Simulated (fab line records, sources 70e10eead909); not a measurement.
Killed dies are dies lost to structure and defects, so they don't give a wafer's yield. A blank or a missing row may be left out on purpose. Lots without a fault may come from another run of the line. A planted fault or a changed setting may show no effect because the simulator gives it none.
Problem report in the 8D (eight disciplines) form, filled by code | flow nand_harc | the parts of the form that need people (team, actions taken, sign-off) are left out

1. THE PROBLEM
run_length_s at NHARC_P_M1_ETCH_35 reads a mean of 54.1 s on 4 wafers of 3 lots; wafers without a fault read 65.2 s with a standard deviation of 0.37. That is -30 standard deviations from the usual mean.
The step: etches the open film in N2/H2, target depth 40 nm, overetch 12 nm, time 43.94 s.
First seen on wafer L195.5, day 12 12:10, on rie_diel-08. The record holds 40 wafers of 14 lots with a number at this step. Rule for "out", or "out of limits": more than 4 standard deviations from the usual mean. The other wafers with a number count as sound.

2. WHAT IT IS AND WHAT IT IS NOT
question                    | is                             | is not
which readings at this step | run_length_s                   | drypump_motor_current_A, oes_product_au, rf_vpp_V, showerhead_plenum_p_Torr
which lots                  | L195, L197, L198               | L182, L184, L186, L191, L192, L193, L194, L196, L201, L204, L205
which wafers of those lots  | L195.5, L197.5, L197.6, L198.6 | L195.3, L197.4, L198.1
read on which tools         | rie_diel-08                    | rie_diel-02, rie_diel-12
when                        | from day 12 12:10              | up to then (25 sound wafers); but 11 sound wafers of L197, L198, L201, L204, L205 came after

3. SUSPECTS, AND WHAT RULES EACH OUT
Counting: a tool at a process step up to the reading stays a suspect if it ran every lot that is out. Sound lots after the first of them don't rule it out here, since some wafers of a struck lot are sound.
- rie_diel-08 at NHARC_P_M1_ETCH_35 (etches the open film in N2/H2, target depth 40 nm, overetch 12 nm, time 43.94 s): kept. It ran every lot that is out, first L195 (day 12 12:10); its last sound lot up to then is L194 (day 11 07:41). Its own readings are out on those wafers: run_length_s.
Left after counting: rie_diel-08 at NHARC_P_M1_ETCH_35.

4. THE CAUSE (what the simulator had put in)
Process parameter drift: rie_diel-08, from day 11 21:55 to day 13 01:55, at NHARC_P_M1_ETCH_35. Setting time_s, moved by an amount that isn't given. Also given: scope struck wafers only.
Counting left only this tool.

5. THE CHAIN OF EFFECTS, in route order
Each row: a reading whose mean over the struck wafers that have a number lies more than 3 standard deviations from the usual. Only readings for which the record gives a usual standard deviation are gone through. hours: the time from each lot's start at the first step in this table that gives one to its start at this step, as a median over the lots. sigmas: the change in usual standard deviations.
hours | step               | reading      | usual  | on struck wafers | change | sigmas
0     | NHARC_P_M1_ETCH_35 | run_length_s | 65.2 s | 54.1             | -11.1  | -30
The process steps in it:
- NHARC_P_M1_ETCH_35: etches the open film in N2/H2, target depth 40 nm, overetch 12 nm, time 43.94 s.

6. WHAT WOULD HAVE CAUGHT IT SOONER
In this record the first reading out of limits was taken at day 12 12:10, 14 hours after the fault began at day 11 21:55.
